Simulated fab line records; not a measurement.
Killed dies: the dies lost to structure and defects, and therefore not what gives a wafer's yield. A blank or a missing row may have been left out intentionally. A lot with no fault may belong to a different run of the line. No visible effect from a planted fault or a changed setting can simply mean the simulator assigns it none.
Matching of chambers	flow n5 finfet	N5_HKMG_FIN_ETCH_31 on rie diel-02 has 4 sister chambers
The step etches SiARC in CF4, target depth 45.5 nm, time 75.8 s. 14 wafers are shown with their chamber, then 7 later ones without.

## WAFERS WITH THEIR CHAMBER
wafer	chamber	drypump motor current A (A)	throttle valve pct (%)	etch rf on time s (s)
L074.1	2	4.9	15.66	74.7
L074.3	3	5.9	15.27	74.2
L074.6	3	5.9	15.26	74.4
L080.1	1	6.6	15.30	75.5
L080.4	3	5.9	15.30	74.5
L080.6	3	5.9	15.29	73.9
L086.2	0	5.0	15.94	78.0
L086.3	2	5.0	15.74	75.0
L086.5	3	5.9	15.31	74.8
L088.1	3	5.9	15.32	74.7
L088.3	2	4.9	15.74	75.8
L088.4	0	5.0	15.93	78.0
L092.1	2	4.9	15.75	74.8
L092.4	0	5.0	15.44	75.7

SIGNATURES (means of the wafers above)
reading	chamber 0	chamber 1	chamber 2	chamber 3	scatter within a chamber
drypump motor current A	5.000	6.600	4.925	5.900	0.0274
throttle valve pct	15.7700	15.3000	15.7225	15.2917	0.131
etch rf on time s	77.233	75.500	75.075	74.417	0.694
Rule: distance of a wafer from a chamber = root of the sum over the readings of ((wafer's reading minus chamber's mean) / reading's scatter) squared. If the next closest chamber is less than 2 further off than the closest, the wafer can't be placed; otherwise it belongs to the closest. The scatter is the square root of a quotient: the sum, over the shown wafers, of each reading's squared deviation from its chamber's mean, divided by wafers minus chambers.

## WAFERS WHOSE CHAMBER IS MISSING
wafer	drypump motor current A (A)	throttle valve pct (%)	etch rf on time s (s)
L092.6	6.7	15.34	73.7
L095.1	4.9	15.76	75.2
L095.2	5.9	15.35	74.6
L095.4	5.0	15.46	75.7
L097.1	6.7	15.36	75.1
L097.2	5.0	15.45	76.6
L097.5	5.0	15.77	75.7

## EACH ONE'S CHAMBER
wafer	from the rows above	in truth
L092.6	1	1
L095.1	2	2
L095.2	3	3
L095.4	can't be placed: 0 or 2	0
L097.1	1	1
L097.2	can't be placed: 0 or 2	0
L097.5	can't be placed: 0 or 2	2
Correctly placed: 4 of 7. Cannot be placed on the basis of these rows: 3; the candidates contain the true chamber in 3. Wrongly placed: 0.
